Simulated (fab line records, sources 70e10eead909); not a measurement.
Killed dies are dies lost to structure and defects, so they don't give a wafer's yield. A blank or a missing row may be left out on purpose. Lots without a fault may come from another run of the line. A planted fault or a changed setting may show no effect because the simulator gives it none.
Which tool did it? | flow nand_harc | 20 lots, 60 wafers sampled, at 6 steps of a route of 1302

WHAT THE GAUGES READ, wafer by wafer
The record holds no reading of a measuring or inspecting step that can be judged against a usual standard deviation.

WHICH TOOL RAN EACH LOT (tool, then ch and the chambers of the sampled wafers, then the start)
lot  | NHARC_A_STAIRCASE_TRIM_22                     | NHARC_A_STAIRCASE_STRIP_175          | NHARC_A_STAIRCASE_TRIM_189                    | NHARC_A_STAIRCASE_TRIM_193                    | NHARC_A_STAIRCASE_ETCH_223                    | NHARC_A_STAIRCASE_TRIM_229
L074 | rie_diel-12 ch 1,2, day 15 10:44 or earlier   | plasma_asher-02 ch 0,1, day 15 10:44 | rie_diel-12 ch 0,1,2, day 15 20:34 or earlier | rie_diel-12 ch 0,1, day 15 20:34 or earlier   | rie_diel-12 ch 0,1, day 15 20:34 or earlier   | rie_diel-03 ch 0,1, day 15 20:34
L075 | rie_diel-12 ch 1,3, day 16 03:31 or earlier   | plasma_asher-01 ch 0,1, day 16 03:31 | rie_diel-13 ch 0,1,2, day 16 13:12 or earlier | rie_diel-13 ch 0,2,3, day 16 13:12 or earlier | rie_diel-03 ch 0,1,2, day 16 13:12 or earlier | rie_diel-13 ch 0,3, day 16 13:12
L077 | rie_diel-03 ch 0,2,3, day 16 22:01 or earlier | plasma_asher-02 ch 0,1, day 16 22:01 | rie_diel-13 ch 1,2,3, day 17 04:12 or earlier | rie_diel-13 ch 0,2,3, day 17 04:12 or earlier | rie_diel-12 ch 0,1, day 17 04:12 or earlier   | rie_diel-12 ch 0,1,3, day 17 04:12
L078 | rie_diel-12 ch 0,3, day 17 03:26 or earlier   | plasma_asher-01 ch 0,1, day 17 03:26 | rie_diel-03 ch 1,3, day 17 10:00 or earlier   | rie_diel-03 ch 1,2, day 17 10:00 or earlier   | rie_diel-03 ch 0,1, day 17 10:00 or earlier   | rie_diel-12 ch 0,2,3, day 17 10:00
L079 | rie_diel-13 ch 2,3, day 17 10:44 or earlier   | plasma_asher-02 ch 0,1, day 17 10:44 | rie_diel-03 ch 0,1,2, day 17 17:01 or earlier | rie_diel-03 ch 0,2,3, day 17 17:01 or earlier | rie_diel-12 ch 1,3, day 17 17:01 or earlier   | rie_diel-03 ch 0,1,3, day 17 17:01
L080 | rie_diel-13 ch 0,1,3, day 18 06:47 or earlier | plasma_asher-01 ch 0,1, day 18 06:47 | rie_diel-12 ch 0,3, day 18 14:43 or earlier   | rie_diel-12 ch 1,2,3, day 18 14:43 or earlier | rie_diel-03 ch 0,1,3, day 18 14:43 or earlier | rie_diel-03 ch 0,1,2, day 18 14:43
L081 | rie_diel-12 ch 2,3, day 18 17:29 or earlier   | plasma_asher-01 ch 0,1, day 18 17:29 | rie_diel-12 ch 1,2, day 18 23:29 or earlier   | rie_diel-12 ch 2,3, day 18 23:29 or earlier   | rie_diel-12 ch 0,3, day 18 23:29 or earlier   | rie_diel-12 ch 0,2,3, day 18 23:29
L083 | rie_diel-13 ch 1,2,3, day 19 19:59 or earlier | plasma_asher-02 ch 0,1, day 19 19:59 | rie_diel-13 ch 0,2,3, day 20 03:02 or earlier | rie_diel-13 ch 0,1,3, day 20 03:02 or earlier | rie_diel-03 ch 1,2,3, day 20 03:02 or earlier | rie_diel-03 ch 1,2,3, day 20 03:02
L084 | rie_diel-13 ch 0,1, day 20 06:23 or earlier   | plasma_asher-01 ch 0,1, day 20 06:23 | rie_diel-12 ch 0,1,3, day 20 13:01 or earlier | rie_diel-12 ch 0,1, day 20 13:01 or earlier   | rie_diel-12 ch 0,3, day 20 13:01 or earlier   | rie_diel-12 ch 1,2,3, day 20 13:01
L085 | rie_diel-13 ch 1,2,3, day 20 06:42 or earlier | plasma_asher-01 ch 0,1, day 20 06:42 | rie_diel-13 ch 0,1,2, day 20 16:53 or earlier | rie_diel-13 ch 0,1, day 20 16:53 or earlier   | rie_diel-13 ch 0,1, day 20 16:53 or earlier   | rie_diel-13 ch 2,3, day 20 16:53
L086 | rie_diel-03 ch 1,2, day 21 00:42 or earlier   | plasma_asher-01 ch 0,1, day 21 00:42 | rie_diel-12 ch 0,1,3, day 21 06:49 or earlier | rie_diel-12 ch 0,1,3, day 21 06:49 or earlier | rie_diel-03 ch 0,1,3, day 21 06:49 or earlier | rie_diel-03 ch 0,1,2, day 21 06:49
L087 | rie_diel-12 ch 0,1,2, day 21 14:42 or earlier | plasma_asher-01 ch 0,1, day 21 14:42 | rie_diel-13 ch 0,1, day 21 20:53 or earlier   | rie_diel-13 ch 0,1,3, day 21 20:53 or earlier | rie_diel-12 ch 0,1,2, day 21 20:53 or earlier | rie_diel-03 ch 1,2, day 21 20:53
L089 | rie_diel-03 ch 1,2, day 22 00:49 or earlier   | plasma_asher-02 ch 0,1, day 22 00:49 | rie_diel-12 ch 2,3, day 22 07:17 or earlier   | rie_diel-12 ch 0,3, day 22 07:17 or earlier   | rie_diel-12 ch 0,1, day 22 07:17 or earlier   | rie_diel-12 ch 0,1,2, day 22 07:17
L090 | rie_diel-03 ch 0,1,2, day 22 12:01 or earlier | plasma_asher-01 ch 0,1, day 22 12:01 | rie_diel-12 ch 1,2,3, day 22 22:05 or earlier | rie_diel-12 ch 0,2, day 22 22:05 or earlier   | rie_diel-03 ch 0,1,2, day 22 22:05 or earlier | rie_diel-03 ch 0,2,3, day 22 22:05
L091 | rie_diel-13 ch 0,1,3, day 22 12:09 or earlier | plasma_asher-02 ch 0, day 22 12:09   | rie_diel-13 ch 0,1,3, day 22 20:12 or earlier | rie_diel-13 ch 0,3, day 22 20:12 or earlier   | rie_diel-03 ch 1,2,3, day 22 20:12 or earlier | rie_diel-12 ch 0,1, day 22 20:12
L092 | rie_diel-03 ch 0,1,2, day 23 00:20 or earlier | plasma_asher-02 ch 0,1, day 23 00:20 | rie_diel-03 ch 2,3, day 23 07:59 or earlier   | rie_diel-03 ch 1,2,3, day 23 07:59 or earlier | rie_diel-13 ch 0,1,3, day 23 07:59 or earlier | rie_diel-12 ch 0,1,3, day 23 07:59
L093 | rie_diel-12 ch 0,1,3, day 24 00:40 or earlier | plasma_asher-02 ch 0,1, day 24 00:40 | rie_diel-13 ch 0,2,3, day 24 07:23 or earlier | rie_diel-13 ch 1,2,3, day 24 07:23 or earlier | rie_diel-03 ch 1,2,3, day 24 07:23 or earlier | rie_diel-03 ch 2,3, day 24 07:23
L094 | rie_diel-03 ch 0,2, day 24 17:32 or earlier   | plasma_asher-02 ch 0,1, day 24 17:32 | rie_diel-12 ch 1,2,3, day 25 02:46 or earlier | rie_diel-12 ch 0,1,3, day 25 02:46 or earlier | rie_diel-03 ch 0,2,3, day 25 02:46 or earlier | rie_diel-12 ch 0,3, day 25 02:46
L095 | rie_diel-03 ch 1,2, day 25 01:46 or earlier   | plasma_asher-02 ch 0,1, day 25 01:46 | rie_diel-03 ch 0,1,2, day 25 08:58 or earlier | rie_diel-03 ch 0,1,2, day 25 08:58 or earlier | rie_diel-13 ch 0,1,2, day 25 08:58 or earlier | rie_diel-13 ch 0,1,2, day 25 08:58
L096 | rie_diel-12 ch 2,3, day 25 07:19 or earlier   | plasma_asher-01 ch 0,1, day 25 07:19 | rie_diel-03 ch 1,3, day 25 16:42 or earlier   | rie_diel-03 ch 0,1,3, day 25 16:42 or earlier | rie_diel-12 ch 0,3, day 25 16:42 or earlier   | rie_diel-03 ch 1,3, day 25 16:42
- NHARC_A_STAIRCASE_TRIM_22: chemistry O2, time 211.2 s.
- NHARC_A_STAIRCASE_STRIP_175: strips in O2.
- NHARC_A_STAIRCASE_TRIM_189: chemistry O2, time 211.2 s.
- NHARC_A_STAIRCASE_TRIM_193: chemistry O2, time 211.2 s.
- NHARC_A_STAIRCASE_ETCH_223: etches the open film in C4F8/O2, target depth 100 nm, time 40.5 s.
- NHARC_A_STAIRCASE_TRIM_229: chemistry O2, time 211.2 s.

WHAT THE TOOLS THEMSELVES READ (means of the sampled wafers that have a number; where no wafer has one, the mark that the record gives instead)
NHARC_A_STAIRCASE_TRIM_22. Usual: chamber_pressure_mTorr 60.00 mTorr, standard deviation 0.06; drypump_motor_current_A 5.7 A, standard deviation 0.35; oes_product_au 1.000 a.u., standard deviation 0.01; rf_vpp_V 57.8 V, standard deviation 0.94; showerhead_plenum_p_Torr 3.48 Torr, standard deviation 0.16; throttle_valve_pct 17.036 %, standard deviation 0.0096.
lot  | tool        | chamber_pressure_mTorr (mTorr) | drypump_motor_current_A (A) | oes_product_au (a.u.) | rf_vpp_V (V) | showerhead_plenum_p_Torr (Torr) | throttle_valve_pct (%) | flag
L074 | rie_diel-12 | 60.05                          | 5.8                         | 1.003                 | 58.1         | 3.54                            | 17.035                 |
L075 | rie_diel-12 | 60.02                          | 5.7                         | 0.989                 | 57.8         | 3.46                            | 17.033                 |
L077 | rie_diel-03 | 60.06                          | 5.6                         | 1.003                 | 57.4         | 3.51                            | 17.039                 |
L078 | rie_diel-12 | 59.99                          | 5.8                         | 0.998                 | 57.2         | 3.47                            | 17.033                 |
L079 | rie_diel-13 | 59.97                          | 5.9                         | 1.005                 | 57.8         | 3.39                            | 17.028                 |
L080 | rie_diel-13 | 60.01                          | 5.5                         | 0.997                 | 57.9         | 3.50                            | 17.037                 |
L081 | rie_diel-12 | 60.00                          | 6.0                         | 1.005                 | 58.5         | 3.60                            | 17.035                 |
L083 | rie_diel-13 | 59.95                          | 5.8                         | 1.013                 | 57.3         | 3.38                            | 17.031                 |
L084 | rie_diel-13 | 59.93                          | 5.5                         | 1.010                 | 57.9         | 3.63                            | 17.036                 |
L085 | rie_diel-13 | 60.01                          | 5.9                         | 1.008                 | 56.3         | 3.37                            | 17.037                 |
L086 | rie_diel-03 | 60.02                          | 5.8                         | 0.995                 | 56.8         | 3.42                            | 17.039                 |
L087 | rie_diel-12 | 60.00                          | 5.7                         | 0.996                 | 58.2         | 3.42                            | 17.033                 |
L089 | rie_diel-03 | 60.06                          | 5.8                         | 0.989                 | 57.6         | 3.41                            | 17.039                 |
L090 | rie_diel-03 | 60.06                          | 5.6                         | 0.987                 | 57.8         | 3.44                            | 17.034                 |
L091 | rie_diel-13 | 60.02                          | 5.5                         | 1.003                 | 57.2         | 3.48                            | 17.038                 |
L092 | rie_diel-03 | 59.97                          | 5.6                         | 0.999                 | 56.6         | 3.44                            | 17.039                 |
L093 | rie_diel-12 | 59.95                          | 5.6                         | 1.006                 | 57.1         | 3.37                            | 17.039                 |
L094 | rie_diel-03 | 59.97                          | 5.9                         | 0.996                 | 57.6         | 3.33                            | 17.041                 |
L095 | rie_diel-03 | 59.98                          | 5.6                         | 0.990                 | 58.1         | 3.50                            | 17.032                 |
L096 | rie_diel-12 | 60.00                          | 6.0                         | 0.989                 | 57.8         | 3.58                            | 17.042                 |

NHARC_A_STAIRCASE_STRIP_175. Usual: drypump_motor_current_A 5.8 A, standard deviation 0.43; heater_power_w 341 W, standard deviation 59.
lot  | tool            | drypump_motor_current_A (A) | heater_power_w (W) | flag
L074 | plasma_asher-02 | 5.4                         | 303                |
L075 | plasma_asher-01 | 6.1                         | 406                |
L077 | plasma_asher-02 | 5.4                         | 286                |
L078 | plasma_asher-01 | 6.2                         | 386                |
L079 | plasma_asher-02 | 5.4                         | 285                |
L080 | plasma_asher-01 | 6.2                         | 380                |
L081 | plasma_asher-01 | 6.2                         | 378                |
L083 | plasma_asher-02 | 5.4                         | 308                |
L084 | plasma_asher-01 | 6.1                         | 402                |
L085 | plasma_asher-01 | 6.2                         | 380                |
L086 | plasma_asher-01 | 6.2                         | 382                |
L087 | plasma_asher-01 | 6.2                         | 380                |
L089 | plasma_asher-02 | 5.4                         | 278                |
L090 | plasma_asher-01 | 6.2                         | 379                |
L091 | plasma_asher-02 | 5.4                         | 263                |
L092 | plasma_asher-02 | 5.4                         | 284                |
L093 | plasma_asher-02 | 5.4                         | 276                |
L094 | plasma_asher-02 | 5.4                         | 295                |
L095 | plasma_asher-02 | 5.4                         | 294                |
L096 | plasma_asher-01 | 6.2                         | 371                |

NHARC_A_STAIRCASE_TRIM_189. Usual: chamber_pressure_mTorr 59.99 mTorr, standard deviation 0.055; drypump_motor_current_A 5.7 A, standard deviation 0.37; oes_product_au 1.001 a.u., standard deviation 0.0099; rf_vpp_V 57.7 V, standard deviation 0.99; showerhead_plenum_p_Torr 3.48 Torr, standard deviation 0.18; throttle_valve_pct 17.036 %, standard deviation 0.0087.
lot  | tool        | chamber_pressure_mTorr (mTorr) | drypump_motor_current_A (A) | oes_product_au (a.u.) | rf_vpp_V (V) | showerhead_plenum_p_Torr (Torr) | throttle_valve_pct (%) | flag
L074 | rie_diel-12 | 59.96                          | 5.7                         | 0.996                 | 58.3         | 3.44                            | 17.036                 |
L075 | rie_diel-13 | 59.96                          | 5.9                         | 1.010                 | 58.3         | 3.54                            | 17.037                 |
L077 | rie_diel-13 | 60.02                          | 5.8                         | 1.007                 | 57.7         | 3.39                            | 17.035                 |
L078 | rie_diel-03 | 59.97                          | 5.3                         | 0.995                 | 58.1         | 3.74                            | 17.044                 |
L079 | rie_diel-03 | 60.02                          | 5.7                         | 1.005                 | 58.8         | 3.46                            | 17.030                 |
L080 | rie_diel-12 | 59.95                          | 5.7                         | 1.012                 | 57.5         | 3.40                            | 17.036                 |
L081 | rie_diel-12 | 60.01                          | 5.8                         | 1.001                 | 58.9         | 3.53                            | 17.031                 |
L083 | rie_diel-13 | 60.00                          | 5.9                         | 1.000                 | 57.9         | 3.52                            | 17.036                 |
L084 | rie_diel-12 | 60.04                          | 5.7                         | 0.997                 | 57.8         | 3.39                            | 17.039                 |
L085 | rie_diel-13 | 60.00                          | 5.8                         | 1.014                 | 58.2         | 3.52                            | 17.033                 |
L086 | rie_diel-12 | 60.01                          | 5.7                         | 0.993                 | 58.1         | 3.39                            | 17.034                 |
L087 | rie_diel-13 | 59.98                          | 5.4                         | 0.996                 | 58.1         | 3.49                            | 17.035                 |
L089 | rie_diel-12 | 60.01                          | 5.9                         | 0.995                 | 57.0         | 3.56                            | 17.042                 |
L090 | rie_diel-12 | 59.97                          | 5.8                         | 0.990                 | 57.7         | 3.48                            | 17.036                 |
L091 | rie_diel-13 | 59.95                          | 5.5                         | 1.005                 | 57.4         | 3.48                            | 17.042                 |
L092 | rie_diel-03 | 59.99                          | 5.9                         | 0.989                 | 57.7         | 3.46                            | 17.042                 |
L093 | rie_diel-13 | 59.97                          | 5.9                         | 1.000                 | 58.0         | 3.51                            | 17.039                 |
L094 | rie_diel-12 | 60.00                          | 5.8                         | 0.994                 | 57.4         | 3.47                            | 17.039                 |
L095 | rie_diel-03 | 59.96                          | 5.6                         | 0.991                 | 56.9         | 3.43                            | 17.025                 |
L096 | rie_diel-03 | 60.01                          | 5.3                         | 0.998                 | 58.1         | 3.70                            | 17.035                 |

NHARC_A_STAIRCASE_TRIM_193. Usual: chamber_pressure_mTorr 60.00 mTorr, standard deviation 0.058; drypump_motor_current_A 5.7 A, standard deviation 0.37; oes_product_au 1.001 a.u., standard deviation 0.01; rf_vpp_V 57.6 V, standard deviation 0.87; showerhead_plenum_p_Torr 3.48 Torr, standard deviation 0.17; throttle_valve_pct 17.036 %, standard deviation 0.0092.
lot  | tool        | chamber_pressure_mTorr (mTorr) | drypump_motor_current_A (A) | oes_product_au (a.u.) | rf_vpp_V (V) | showerhead_plenum_p_Torr (Torr) | throttle_valve_pct (%) | flag
L074 | rie_diel-12 | 59.99                          | 5.5                         | 1.010                 | 56.9         | 3.34                            | 17.032                 |
L075 | rie_diel-13 | 60.00                          | 5.9                         | 1.008                 | 57.7         | 3.54                            | 17.037                 |
L077 | rie_diel-13 | 60.04                          | 5.8                         | 0.996                 | 58.4         | 3.54                            | 17.032                 |
L078 | rie_diel-03 | 59.99                          | 5.6                         | 1.002                 | 58.0         | 3.53                            | 17.030                 |
L079 | rie_diel-03 | 60.07                          | 5.6                         | 1.007                 | 56.9         | 3.51                            | 17.030                 |
L080 | rie_diel-12 | 59.93                          | 5.8                         | 0.991                 | 56.8         | 3.49                            | 17.029                 |
L081 | rie_diel-12 | 60.02                          | 6.0                         | 1.004                 | 57.8         | 3.60                            | 17.033                 |
L083 | rie_diel-13 | 59.99                          | 5.5                         | 1.011                 | 57.2         | 3.49                            | 17.031                 |
L084 | rie_diel-12 | 59.91                          | 5.6                         | 1.000                 | 57.8         | 3.32                            | 17.031                 |
L085 | rie_diel-13 | 60.03                          | 5.4                         | 1.006                 | 57.4         | 3.49                            | 17.040                 |
L086 | rie_diel-12 | 60.01                          | 5.6                         | 0.995                 | 57.8         | 3.38                            | 17.038                 |
L087 | rie_diel-13 | 59.96                          | 5.5                         | 1.004                 | 57.4         | 3.49                            | 17.032                 |
L089 | rie_diel-12 | 60.00                          | 5.7                         | 0.992                 | 57.5         | 3.39                            | 17.038                 |
L090 | rie_diel-12 | 59.98                          | 5.7                         | 0.998                 | 57.2         | 3.42                            | 17.038                 |
L091 | rie_diel-13 | 60.01                          | 5.5                         | 1.006                 | 58.0         | 3.48                            | 17.039                 |
L092 | rie_diel-03 | 60.08                          | 5.6                         | 0.996                 | 58.0         | 3.56                            | 17.037                 |
L093 | rie_diel-13 | 60.01                          | 5.9                         | 1.004                 | 57.7         | 3.36                            | 17.035                 |
L094 | rie_diel-12 | 59.98                          | 5.6                         | 0.996                 | 56.8         | 3.37                            | 17.032                 |
L095 | rie_diel-03 | 59.96                          | 5.7                         | 1.001                 | 58.0         | 3.43                            | 17.031                 |
L096 | rie_diel-03 | 59.97                          | 5.4                         | 0.980                 | 57.6         | 3.58                            | 17.027                 |

NHARC_A_STAIRCASE_ETCH_223. Usual: chamber_pressure_mTorr 24.996 mTorr, standard deviation 0.021; oes_product_au 0.942 a.u., standard deviation 0.012; rf_vpp_V 894 V, standard deviation 6.3.
lot  | tool        | chamber_pressure_mTorr (mTorr) | oes_product_au (a.u.) | rf_vpp_V (V) | flag
L074 | rie_diel-12 | 24.999                         | 0.953                 | 890          |
L075 | rie_diel-03 | 25.009                         | 0.937                 | 895          |
L077 | rie_diel-12 | 25.010                         | 0.957                 | 889          |
L078 | rie_diel-03 | 24.997                         | 0.943                 | 897          |
L079 | rie_diel-12 | 25.003                         | 0.942                 | 891          |
L080 | rie_diel-03 | 24.999                         | 0.948                 | 899          |
L081 | rie_diel-12 | 25.007                         | 0.942                 | 894          |
L083 | rie_diel-03 | 24.971                         | 0.954                 | 897          |
L084 | rie_diel-12 | 24.998                         | 0.935                 | 894          |
L085 | rie_diel-13 | 24.986                         | 0.939                 | 900          |
L086 | rie_diel-03 | 25.000                         | 0.940                 | 898          |
L087 | rie_diel-12 | 24.995                         | 0.930                 | 892          |
L089 | rie_diel-12 | 24.993                         | 0.940                 | 888          |
L090 | rie_diel-03 | 24.993                         | 0.930                 | 893          |
L091 | rie_diel-03 | 24.987                         | 0.942                 | 898          |
L092 | rie_diel-13 | 24.966                         | 0.945                 | 895          |
L093 | rie_diel-03 | 25.009                         | 0.949                 | 897          |
L094 | rie_diel-03 | 25.006                         | 0.932                 | 894          |
L095 | rie_diel-13 | 24.998                         | 0.934                 | 895          |
L096 | rie_diel-12 | 24.991                         | 0.953                 | 893          |

NHARC_A_STAIRCASE_TRIM_229. Usual: chamber_pressure_mTorr 60.00 mTorr, standard deviation 0.057; drypump_motor_current_A 5.7 A, standard deviation 0.32; oes_product_au 1.002 a.u., standard deviation 0.0096; rf_vpp_V 57.6 V, standard deviation 0.91; showerhead_plenum_p_Torr 3.47 Torr, standard deviation 0.16; throttle_valve_pct 17.036 %, standard deviation 0.0091.
lot  | tool        | chamber_pressure_mTorr (mTorr) | drypump_motor_current_A (A) | oes_product_au (a.u.) | rf_vpp_V (V) | showerhead_plenum_p_Torr (Torr) | throttle_valve_pct (%) | flag
L074 | rie_diel-03 | 60.01                          | 5.4                         | 1.009                 | 58.8         | 3.56                            | 17.032                 |
L075 | rie_diel-13 | 59.97                          | 5.5                         | 1.015                 | 57.5         | 3.65                            | 17.042                 |
L077 | rie_diel-12 | 60.01                          | 5.6                         | 1.008                 | 57.7         | 3.40                            | 17.035                 |
L078 | rie_diel-12 | 59.97                          | 5.8                         | 1.001                 | 57.5         | 3.51                            | 17.022                 |
L079 | rie_diel-03 | 60.02                          | 5.4                         | 1.008                 | 58.0         | 3.61                            | 17.036                 |
L080 | rie_diel-03 | 59.93                          | 5.6                         | 1.010                 | 57.5         | 3.45                            | 17.041                 |
L081 | rie_diel-12 | 59.96                          | 5.8                         | 0.999                 | 57.4         | 3.50                            | 17.046                 |
L083 | rie_diel-03 | 60.02                          | 5.6                         | 1.013                 | 57.7         | 3.57                            | 17.036                 |
L084 | rie_diel-12 | 59.98                          | 5.7                         | 0.992                 | 57.0         | 3.49                            | 17.033                 |
L085 | rie_diel-13 | 59.96                          | 6.2                         | 1.009                 | 56.8         | 3.40                            | 17.036                 |
L086 | rie_diel-03 | 60.01                          | 5.6                         | 0.992                 | 57.1         | 3.44                            | 17.046                 |
L087 | rie_diel-03 | 60.06                          | 5.6                         | 0.999                 | 58.2         | 3.51                            | 17.037                 |
L089 | rie_diel-12 | 60.04                          | 5.7                         | 0.995                 | 58.0         | 3.41                            | 17.021                 |
L090 | rie_diel-03 | 59.97                          | 5.6                         | 1.000                 | 57.4         | 3.49                            | 17.039                 |
L091 | rie_diel-12 | 60.04                          | 5.5                         | 1.008                 | 56.9         | 3.31                            | 17.033                 |
L092 | rie_diel-12 | 60.03                          | 5.6                         | 1.000                 | 58.2         | 3.37                            | 17.032                 |
L093 | rie_diel-03 | 60.03                          | 5.8                         | 0.998                 | 58.0         | 3.45                            | 17.032                 |
L094 | rie_diel-12 | 59.99                          | 5.7                         | 1.002                 | 57.8         | 3.38                            | 17.034                 |
L095 | rie_diel-13 | 60.02                          | 5.8                         | 1.004                 | 58.1         | 3.50                            | 17.038                 |
L096 | rie_diel-03 | 60.01                          | 5.3                         | 0.993                 | 58.5         | 3.64                            | 17.038                 |

THE ANSWER, worked out from the rows above alone
Rule: a lot is off if the mean of its wafers that have a number lies more than 3 standard deviations from the usual mean. A lot without any number at a reading at which 4 lots or more have one is off too. The other lots that the step has rows for count as sound. The gauges are gone through in route order, then the tools' own readings, and for those a lot's mean is taken as printed above. The first step at which some lot is off is used, and at that step the reading that is off furthest; a lot without a number counts as furthest.
No lot is off at any reading shown: from this, nothing can be told.

WHAT THE SIMULATOR HAD PUT IN
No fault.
